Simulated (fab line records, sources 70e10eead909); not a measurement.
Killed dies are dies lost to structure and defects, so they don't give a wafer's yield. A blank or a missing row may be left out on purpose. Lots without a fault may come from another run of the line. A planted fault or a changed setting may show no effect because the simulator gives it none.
fab line records | flow nand_harc
record lots=13 wafers=39 last_day=25
route steps=1159 shown A_CONTACT@864 END@1159
lots that met no fault: from a run of the same line without faults
start_h: hours from the record's first day to the start of the lot's first wafer shown | wait_h: hours since the lot's step before | " the same as in the row above | L1.1+2: a row that stands for several wafers | - no value, or no start given | * or withheld: withheld | < > ~ a bound
route shown NAME@n: a module of which the file shows steps, and the number in the route of the first | usual: mean/standard deviation of fault-free wafers | same: alike in all rows | chamber/n: place in a boat | sites: the reading at each site | _std_site: their standard deviation | _edge_site: outer sites' mean less inner sites' | radius_mm: how far each site lies from the wafer's centre | mask NAME#n: copy n | behind: the tool/chamber that last shaped the wafer | hold: why the lot was held/for how many hours/how that ended | device: the transistor (n, p or np) that didn't switch | end of line: the same wafers' tests at the end of the route | a step without rows: its recipe alone | killed: dies lost to structure and defects at the first sort, not the wafer's yield | map: a wafer's dies, x killed, . not, _ none there
set.NAME: the setting as run; set.NAME@STEP: as run at that earlier step | model.NAME: the simulator's own value behind a step, which no gauge read
steps of the route over a sample of lots; a table a step, a row a wafer
services: from which hour (start_h, from the record's first day; less than 0 if before it) a tool's chamber was out of use, for how many hours, and why
## steps
# step NHARC_A_CONTACT_ETCH_113
# recipe source_w=withheld pressure_mtorr=20 bias_v=3000 time_s=94 target_depth_a=9220 ar_flow_sccm=withheld c4f8_flow_sccm=withheld o2_flow_sccm=withheld chemistry=C4F8/O2/Ar
# usual chamber_pressure_mTorr=20.003/0.017 oes_air_line_au=0.999/0.02
# columns lot.wafer tool chamber start_h wait_h chamber_pressure_mTorr oes_air_line_au rf_hours_counter_h
L691.1 har_cap_etch-02 1 370.78 0.1 19.986 1.026 8
L691.3 " 0 " " 20.013 0.982 -
L691.6 " 0 " " 20.014 0.973 -
L690.1 har_cap_etch-01 0 370.84 0.1 20.015 0.983 53
L690.4 " 1 " " 19.984 1.007 -
L690.5 " 0 " " 19.985 1.003 -
L693.2 har_cap_etch-01 0 375.35 0.1 20.023 0.989 55
L693.4 " 0 " " 20.000 1.000 -
L693.5 " 1 " " 20.008 0.998 -
L692.2 har_cap_etch-03 1 375.57 0.1 19.957 0.983 83
L692.4 " 0 " " 19.989 0.958 -
L692.6 " 1 " " 19.983 1.013 -
L696.2 har_cap_etch-03 0 401.89 0.1 19.978 0.972 88
L696.6 " 1 " " 19.997 0.955 -
L696.5 " 0 " " 20.022 0.985 -
L695.2 har_cap_etch-02 0 404.25 0.1 20.025 0.990 15
L695.3 " 1 " " 19.970 1.022 -
L695.6 " 0 " " 20.016 0.990 -
L699.1 har_cap_etch-01 0 437.57 0.1 19.996 0.980 66
L699.2 " 1 " " 20.016 1.027 66
L699.3 " 0 " " 20.014 1.021 -
L703.3 har_cap_etch-01 1 444.17 0.1 20.012 1.005 -
L703.4 " 0 " " 20.007 1.022 -
L703.5 " 1 " " 20.048 0.999 -
L709.2 har_cap_etch-01 1 482.14 0.1 19.940 0.983 75
L709.4 " 0 " " 20.010 0.997 -
L709.5 " 1 " " 19.997 1.048 -
L710.1 har_cap_etch-01 0 493.33 0.1 19.995 0.993 77
L710.3 " 1 " " 20.027 0.995 -
L710.5 " 0 " " 20.019 0.972 -
L712.1 har_cap_etch-02 0 499.00 0.1 20.000 1.031 30
L712.5 " 0 " " 19.987 0.985 -
L712.6 " 1 " " 20.006 0.983 -
L711.1 har_cap_etch-03 0 505.35 0.1 20.019 0.991 105
L711.2 " 1 " " 20.039 1.013 105
L711.3 " 0 " " 20.001 0.974 -
L713.2 har_cap_etch-01 1 526.43 0.1 20.000 0.950 83
L713.3 " 0 " " 20.008 1.010 -
L713.5 " 1 " " 20.012 0.990 -
# step NHARC_A_CONTACT_ETCH_115
# recipe source_w=withheld pressure_mtorr=20 bias_v=3000 time_s=94 target_depth_a=9220 ar_flow_sccm=withheld c4f8_flow_sccm=withheld o2_flow_sccm=withheld chemistry=C4F8/O2/Ar
# usual chamber_pressure_mTorr=19.999/0.02 oes_air_line_au=1.001/0.022
# columns lot.wafer tool chamber start_h wait_h chamber_pressure_mTorr oes_air_line_au rf_hours_counter_h
L691.1 har_cap_etch-02 1 370.96 0.1 19.990 0.979 8
L691.3 " 0 " " 19.982 0.997 -
L691.6 " 0 " " 19.995 1.033 -
L690.1 har_cap_etch-01 0 371.02 0.1 20.020 1.016 54
L690.4 " 1 " " 19.980 1.021 -
L690.5 " 0 " " 20.054 1.032 -
L693.2 har_cap_etch-01 0 375.53 0.1 20.019 0.986 55
L693.4 " 0 " " 20.027 1.018 -
L693.5 " 1 " " 20.014 0.965 -
L692.2 har_cap_etch-03 1 375.75 0.1 19.995 0.983 83
L692.4 " 0 " " 19.988 0.989 -
L692.6 " 1 " " 20.010 0.998 -
L696.2 har_cap_etch-03 0 402.07 0.1 19.985 1.005 88
L696.6 " 1 " " 19.963 1.020 -
L696.5 " 0 " " 20.005 1.028 -
L695.2 har_cap_etch-02 0 404.43 0.1 20.004 1.004 15
L695.3 " 1 " " 19.973 0.995 -
L695.6 " 0 " " 20.001 1.029 -
L699.1 har_cap_etch-01 0 437.76 0.1 19.979 0.984 66
L699.2 " 1 " " 20.002 0.966 66
L699.3 " 0 " " 19.988 1.026 -
L703.3 har_cap_etch-01 1 444.36 0.1 19.987 1.013 -
L703.4 " 0 " " 20.028 1.015 -
L703.5 " 1 " " 20.008 1.005 -
L709.2 har_cap_etch-01 1 482.38 0.1 19.988 0.999 75
L709.4 " 0 " " 20.000 1.069 -
L709.5 " 1 " " 20.000 1.043 -
L710.1 har_cap_etch-01 0 493.51 0.1 19.995 1.014 77
L710.3 " 1 " " 19.963 0.969 -
L710.5 " 0 " " 19.982 1.012 -
L712.1 har_cap_etch-02 0 499.18 0.1 20.004 0.984 30
L712.5 " 0 " " 19.990 1.013 -
L712.6 " 1 " " 20.004 1.018 -
L711.1 har_cap_etch-03 0 505.53 0.1 20.018 1.044 105
L711.2 " 1 " " 20.015 0.995 105
L711.3 " 0 " " 19.998 1.025 -
L713.2 har_cap_etch-01 1 526.61 0.1 20.004 0.991 83
L713.3 " 0 " " 20.016 1.016 -
L713.5 " 1 " " 20.039 1.017 -
# step NHARC_A_CONTACT_ETCH_121
# recipe source_w=withheld pressure_mtorr=20 bias_v=3000 time_s=94 target_depth_a=9220 ar_flow_sccm=withheld c4f8_flow_sccm=withheld o2_flow_sccm=withheld chemistry=C4F8/O2/Ar
# usual chamber_pressure_mTorr=19.999/0.019 oes_air_line_au=1.000/0.02
# columns lot.wafer tool chamber start_h wait_h chamber_pressure_mTorr oes_air_line_au rf_hours_counter_h
L691.1 har_cap_etch-02 1 371.51 0.1 20.007 1.021 8
L691.3 " 0 " " 19.994 0.974 -
L691.6 " 0 " " 19.972 0.979 -
L690.1 har_cap_etch-01 0 371.57 0.1 20.006 1.005 54
L690.4 " 1 " " 19.992 1.014 -
L690.5 " 0 " " 20.005 1.009 -
L693.2 har_cap_etch-01 0 376.08 0.1 19.983 1.023 55
L693.4 " 0 " " 20.019 1.025 -
L693.5 " 1 " " 19.990 1.020 -
L692.2 har_cap_etch-03 1 376.30 0.1 20.003 1.002 84
L692.4 " 0 " " 20.016 1.003 -
L692.6 " 1 " " 20.009 0.989 -
L696.2 har_cap_etch-03 0 402.61 0.1 19.984 0.994 88
L696.6 " 1 " " 20.015 0.954 -
L696.5 " 0 " " 19.978 0.975 -
L695.2 har_cap_etch-02 0 404.98 0.1 20.014 1.005 16
L695.3 " 1 " " 19.983 1.010 -
L695.6 " 0 " " 20.001 1.029 -
L699.1 har_cap_etch-01 0 438.30 0.1 - - -
L699.2 " 1 " " - - -
L699.3 " 0 " " - - -
L703.3 har_cap_etch-01 1 444.90 0.1 - - -
L703.4 " 0 " " - - -
L703.5 " 1 " " - - -
L709.2 har_cap_etch-01 1 483.11 0.1 19.997 0.998 75
L709.4 " 0 " " 20.029 0.973 -
L709.5 " 1 " " 20.008 1.024 -
L710.1 har_cap_etch-01 0 494.05 0.1 19.997 0.980 78
L710.3 " 1 " " 20.026 0.994 -
L710.5 " 0 " " 19.993 0.991 -
L712.1 har_cap_etch-02 0 499.72 0.1 20.023 1.006 30
L712.5 " 0 " " 20.037 0.994 -
L712.6 " 1 " " 20.001 1.010 -
L711.1 har_cap_etch-03 0 506.08 0.1 20.018 0.996 106
L711.2 " 1 " " 19.985 1.014 106
L711.3 " 0 " " 19.998 1.008 -
L713.2 har_cap_etch-01 1 527.15 0.1 20.009 0.999 84
L713.3 " 0 " " 20.013 0.973 -
L713.5 " 1 " " 19.989 1.008 -
# step NHARC_A_CONTACT_ETCH_123
# recipe source_w=withheld pressure_mtorr=20 bias_v=400 time_s=253 target_depth_a=10900 ar_flow_sccm=withheld c4f8_flow_sccm=11.5 o2_flow_sccm=7.2 chemistry=C4F8/O2/Ar
# usual chamber_pressure_mTorr=20.001/0.018 oes_air_line_au=1.008/0.02
# columns lot.wafer tool chamber start_h wait_h chamber_pressure_mTorr oes_air_line_au rf_hours_counter_h
L691.1 har_cap_etch-02 1 371.69 0.1 20.013 1.058 9
L691.3 " 0 " " 19.989 1.031 -
L691.6 " 0 " " 19.999 1.023 -
L690.1 har_cap_etch-01 0 371.75 0.1 20.012 1.004 54
L690.4 " 1 " " 19.983 0.984 -
L690.5 " 0 " " 19.984 1.008 -
L693.2 har_cap_etch-01 0 376.26 0.1 19.974 1.041 55
L693.4 " 0 " " 19.969 1.006 -
L693.5 " 1 " " 19.995 1.006 -
L692.2 har_cap_etch-03 1 376.52 0.1 19.970 0.991 84
L692.4 " 0 " " 20.008 1.005 -
L692.6 " 1 " " 20.007 1.010 -
L696.2 har_cap_etch-03 0 402.83 0.1 19.992 0.983 89
L696.6 " 1 " " 19.965 1.010 -
L696.5 " 0 " " 20.004 0.987 -
L695.2 har_cap_etch-02 0 405.16 0.1 19.999 1.006 16
L695.3 " 1 " " 20.012 0.997 -
L695.6 " 0 " " 19.996 1.007 -
L699.1 har_cap_etch-01 0 438.48 0.1 19.977 0.978 67
L699.2 " 1 " " 20.005 1.007 67
L699.3 " 0 " " 19.950 0.988 -
L703.3 har_cap_etch-01 1 445.16 0.2 20.028 0.998 -
L703.4 " 0 " " 19.994 1.033 -
L703.5 " 1 " " 20.012 0.995 -
L709.2 har_cap_etch-01 1 483.40 0.2 20.009 1.019 75
L709.4 " 0 " " 20.011 1.042 -
L709.5 " 1 " " 19.992 1.047 -
L710.1 har_cap_etch-01 0 494.28 0.1 19.973 1.041 78
L710.3 " 1 " " 20.012 0.984 -
L710.5 " 0 " " 20.025 1.002 -
L712.1 har_cap_etch-02 0 499.91 0.1 20.002 1.035 31
L712.5 " 0 " " 20.017 1.017 -
L712.6 " 1 " " 20.020 0.990 -
L711.1 har_cap_etch-03 0 506.26 0.1 19.993 0.980 106
L711.2 " 1 " " 19.990 0.990 106
L711.3 " 0 " " 20.010 0.998 -
L713.2 har_cap_etch-01 1 527.34 0.1 19.960 1.047 84
L713.3 " 0 " " 20.014 0.982 -
L713.5 " 1 " " 19.988 1.033 -
# step NHARC_END_SORT_01
# recipe temp_c=25
# usual killed_at_array=26/9 killed_at_other=0.8/1.2 killed_at_periphery=3.2/2.3 killed_dies=30/9.1 killed_open=3.5/2 killed_short=1.8/1.4
# same gross_dies=677
# columns lot.wafer tool chamber start_h wait_h killed_at_array killed_at_other killed_at_periphery killed_dies killed_open killed_short
L693.2 prober-01 0 455.42 2.8 25 1 3 29 3 2
L693.4 prober-01 0 457.03 3.4 20 0 3 23 6 3
L693.5 prober-01 0 457.84 3.7 17 0 2 19 1 1
L699.1 prober-01 0 501.77 2.5 673 1 3 677 3 3
L699.2 prober-01 0 502.57 2.8 675 0 2 677 2 1
L699.3 prober-01 0 503.37 3.1 674 0 3 677 2 3
L703.3 prober-01 0 515.66 3.1 676 0 1 677 3 1
L703.4 prober-01 0 516.46 3.4 676 0 1 677 2 2
L703.5 prober-01 0 517.26 3.7 677 0 0 677 2 1
# killed by level:class
L693.2 A_CHANNEL_HOLE_D1:chamber_film_flake=13 A_WL_FILL:chamber_film_flake=4 A_STAIRCASE:chamber_film_flake=3 P_M1:geometric_particle:open=1 A_CHANNEL_FILL_D1:geometric_particle:short=1 A_WL_FILL:geometric_particle:short=1 A_CONTACT:geometric_particle:open=1 A_BLC:geometric_particle:open=1
L693.4 A_CHANNEL_HOLE_D1:chamber_film_flake=7 A_CONTACT:geometric_particle:open=4 A_WL_FILL:chamber_film_flake=3 A_STAIRCASE:chamber_film_flake=2 P_CONTACT:geometric_particle:open=1 P_CONTACT:geometric_particle:short=1 P_M0:geometric_particle:short=1 A_WL_FILL:geometric_particle:short=1
L693.5 A_CHANNEL_HOLE_D1:chamber_film_flake=10 A_WL_FILL:geometric_particle:short=1 A_M1:geometric_particle:open=1 P_STI:chamber_film_flake=1 P_GATE:chamber_film_flake=1 A_STAIRCASE:chamber_film_flake=1 A_SGD_CUT:chamber_film_flake=1 A_SLIT:chamber_film_flake=1
L699.1 A_CONTACT:area_etch=644 A_CHANNEL_HOLE_D1:chamber_film_flake=19 A_CONTACT:chamber_film_flake=3 A_STAIRCASE:chamber_film_flake=2 P_CONTACT:geometric_particle:open=1 A_CHANNEL_FILL_D1:geometric_particle:short=1 A_CHANNEL_FILL_D1:geometric_particle:open=1 A_BLC:geometric_particle:short=1
L699.2 A_CONTACT:area_etch=654 A_CHANNEL_HOLE_D1:chamber_film_flake=16 A_CONTACT:chamber_film_flake=3 P_M0:geometric_particle:open=1 A_CHANNEL_FILL_D1:geometric_particle:open=1 A_SGD_CUT:geometric_particle:short=1 P_GATE:chamber_film_flake=1
L699.3 A_CONTACT:area_etch=649 A_CHANNEL_HOLE_D1:chamber_film_flake=19 A_CONTACT:chamber_film_flake=2 P_GATE:geometric_particle:open=1 P_M2:geometric_particle:open=1 A_CHANNEL_HOLE_D1:geometric_particle:short=1 A_CHANNEL_FILL_D1:geometric_particle:short=1 A_CONTACT:geometric_particle:short=1
L703.3 A_CONTACT:area_etch=641 A_CHANNEL_HOLE_D1:chamber_film_flake=13 A_SLIT:chamber_film_flake=12 A_CONTACT:chamber_film_flake=5 P_CONTACT:geometric_particle:open=1 A_ONON_D1:geometric_particle:short=1 A_ONON_D1:geometric_particle:open=1 A_CONTACT:geometric_particle:open=1
L703.4 A_CONTACT:area_etch=633 A_CHANNEL_HOLE_D1:chamber_film_flake=18 A_SLIT:chamber_film_flake=14 A_CONTACT:chamber_film_flake=5 P_CONTACT:geometric_particle:open=1 A_CHANNEL_FILL_D1:geometric_particle:short=1 A_CONTACT:geometric_particle:short=1 A_BLC:geometric_particle:open=1
L703.5 A_CONTACT:area_etch=637 A_CHANNEL_HOLE_D1:chamber_film_flake=15 A_SLIT:chamber_film_flake=13 A_CONTACT:chamber_film_flake=4 A_CHANNEL_FILL_D1:chamber_film_flake=3 A_STAIRCASE:chamber_film_flake=2 A_ONON_D1:geometric_particle:short=1 A_CONTACT:geometric_particle:open=1
## services
# columns tool chamber start_h hours kind
har_cap_etch-02 - 484.75 1.8 repair
har_cap_etch-01 - 518.75 0.1 repair
## key
first_sign step=NHARC_A_CONTACT_ETCH_121 reading=tool_record direction=missing
effect step=NHARC_END_SORT_01 reading=killed_at_array direction=up sigmas=72 usual=26 struck=675
more_kills_born_at NHARC_A_CONTACT_ETCH_121@har_cap_etch-01=3858
met_at NHARC_A_CONTACT_ETCH_121
struck_lots L699,L703
later_rows_left_out L699.1,L699.2,L699.3,L703.3,L703.4,L703.5
tester_left_out L699,L703
not_acting_at NHARC_A_CONTACT_ETCH_113,NHARC_A_CONTACT_ETCH_115,NHARC_A_CONTACT_ETCH_123
onset_between 376.08 438.30
fault kind=skipped_step_whole tool=har_cap_etch-01 chamber=- onset_h=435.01 steps=NHARC_A_CONTACT_ETCH_121 scope=struck_lots_only
# tester_left_out: of these lots the tester's yield and bins aren't shown, on N5 and GAA mostly nor the transistor test; their killed dies are dies lost to structure and defects alone, not to doping, threshold or leakage, so they don't give the yield
# later_rows_left_out: the simulator's readings of these wafers behind a module that went badly wrong aren't trusted and aren't shown, but for the sort
